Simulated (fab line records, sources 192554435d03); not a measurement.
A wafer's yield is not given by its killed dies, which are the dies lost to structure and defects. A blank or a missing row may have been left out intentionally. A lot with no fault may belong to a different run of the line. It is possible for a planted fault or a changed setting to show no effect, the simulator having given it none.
Chamber matching    flow n5Finfet    4 sister chambers for N5_BEOL_M1_ETCH_74 on rieDiel-01
The step etches underlayer in N2/H2, target depth 6.5 nm, time 5.2 s. 14 wafers are shown with their chamber, then 7 later ones without.

== WAFERS, EACH WITH ITS CHAMBER ==
wafer   chamber  drypumpMotorCurrentA (A)  showerheadPlenumPTorr (Torr)  throttleValvePct (%)
L074.1  3        5.8                       2.44                          17.80
L074.2  2        6.3                       2.55                          18.01
L074.3  1        6.0                       2.58                          17.41
L074.4  0        5.3                       2.60                          18.20
L074.5  1        6.0                       2.58                          17.41
L074.6  0        5.3                       2.60                          18.18
L086.2  2        6.3                       2.54                          18.05
L086.3  1        6.0                       2.57                          17.42
L086.5  2        6.2                       2.54                          18.07
L090.2  0        5.3                       2.59                          17.81
L090.5  1        6.1                       2.57                          17.44
L090.6  2        6.2                       2.53                          18.06
L094.1  1        6.0                       2.57                          17.44
L094.2  3        5.8                       2.43                          17.85

SIGNATURES (means of the wafers above)
reading                chamber 0  chamber 1  chamber 2  chamber 3  scatter within a chamber
drypumpMotorCurrentA   5.300      6.020      6.250      5.800      0.0424
showerheadPlenumPTorr  2.5967     2.5740     2.5400     2.4350     0.00661
throttleValvePct       18.0633    17.4240    18.0475    17.8250    0.1
Rule: for each reading, subtract the chamber's mean from the wafer's reading, divide by that reading's scatter and square the result; add these up over the readings and take the root, which gives the wafer's distance from the chamber. If the next closest chamber is less than 2 further off than the closest, the wafer can't be placed; otherwise it belongs to the closest. How the scatter is found: for the shown wafers, subtract from each reading the mean of its chamber, square and add these, divide the total by (wafers less chambers), then take the root.

== WAFERS WITH NO CHAMBER GIVEN ==
wafer   drypumpMotorCurrentA (A)  showerheadPlenumPTorr (Torr)  throttleValvePct (%)
L094.3  6.2                       2.53                          18.07
L095.2  6.3                       2.53                          18.07
L095.3  5.3                       2.59                          17.79
L095.5  5.3                       2.59                          17.80
L096.2  6.0                       2.57                          17.48
L096.4  5.3                       2.59                          17.80
L096.5  6.0                       2.57                          17.45

== EACH ONE'S CHAMBER ==
wafer   from the rows above  in truth
L094.3  2                    2
L095.2  2                    2
L095.3  0                    0
L095.5  0                    0
L096.2  1                    1
L096.4  0                    0
L096.5  1                    1
Correct placement for 7 of the 7. Left unplaced by these rows: 0. Number placed wrongly: 0.
